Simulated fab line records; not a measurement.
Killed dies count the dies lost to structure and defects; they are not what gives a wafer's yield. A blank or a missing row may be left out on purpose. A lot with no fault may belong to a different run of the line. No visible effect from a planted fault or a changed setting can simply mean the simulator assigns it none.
Problem report, 8D (eight disciplines) form, completed by code ; flow nandHarc ; the parts of the form that need people (team, actions taken, sign-off) are left out

## 1. WHAT IS WRONG
Mean of killedDies at NHARC_END_SORT_01: 113 across 6 wafers in 2 lots; on wafers with no fault it is 33 (standard deviation 11). That is +7.3 standard deviations from the usual mean.
Earliest sighting: wafer L266.1 on prober-02 at day 22 13:22. At this step, 32 wafers from 11 lots have a number in the record. Rule for "out", or "out of limits": more than 4 standard deviations from the usual mean. Any other wafer with a number is counted as sound.

## 2. WHAT IT IS, AND WHAT IT ISN'T
question;is;is not
which readings at this step;killedDies, killedAtArray;killedAtPeriphery, killedOpen, killedShort
which lots;L266, L270;L255, L256, L257, L258, L259, L261, L267, L271, L272
which wafers of those lots;all that have a number;-
read on which gauges;prober-01, prober-02;-
when;from day 22 13:22;"up to then (17 sound wafers); but 9 sound wafers of L267, L271, L272 came after"

## 3. THE SUSPECTS, EACH WITH WHAT RULES IT OUT
Counting: a tool at any process step up to the reading remains a suspect when it ran all the lots that are out and ran no sound lot after the first of those.
- the gauge at NHARC_END_SORT_01 has been ruled out. The wafers that are out were read on 2 gauges (prober-01, prober-02).
- pecvdOnon-04 at NHARC_A_ONON_D1_DEP_22 (target thk 1000 nm): kept. It processed each lot that is out, first L266 at day 11 22:46, and no sound lot thereafter; up to then, the last sound lot it processed was L261 at day 10 02:52.
- plasmaAsher-01 at NHARC_THIN_TSV_STRIP_45 (strips in O2): ruled out as a lasting fault. Sound lots L271, L272 ran on it after its first lot that is out, L266 (day 22 00:49).
After counting, what remains is pecvdOnon-04 at NHARC_A_ONON_D1_DEP_22.

## 4. THE CAUSE (what the simulator had put in)
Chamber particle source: pecvdOnon-04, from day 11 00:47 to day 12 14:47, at NHARC_A_ONON_D1_DEP_22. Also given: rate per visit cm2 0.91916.
Counting left only this tool.

## 5. THE CHAIN OF EFFECTS, in route order
Each row: a reading whose mean over the struck wafers that have a number lies more than 3 standard deviations from the usual. Only readings whose record carries a usual standard deviation are examined. hours: median over the lots of the time between each lot's start at the first step of this table that gives one and its start at this step. sigmas: the change, counted in usual standard deviations.
hours;step;reading;usual;on struck wafers;change;sigmas
0;NHARC_END_SORT_01;killedAtArray;29;110;+81;+7.3
0;NHARC_END_SORT_01;killedDies;33;113;+80;+7.3

## 6. HOW IT WOULD HAVE BEEN CAUGHT EARLIER
The first out-of-limits reading at a measuring or inspecting step in this record came at day 22 13:22, 277 hours after the fault's start at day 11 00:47.
All the lots that are out (2) had begun NHARC_A_ONON_D1_DEP_22 on pecvdOnon-04 by day 22 13:22. Holding the tool at that point would not have protected any of them.
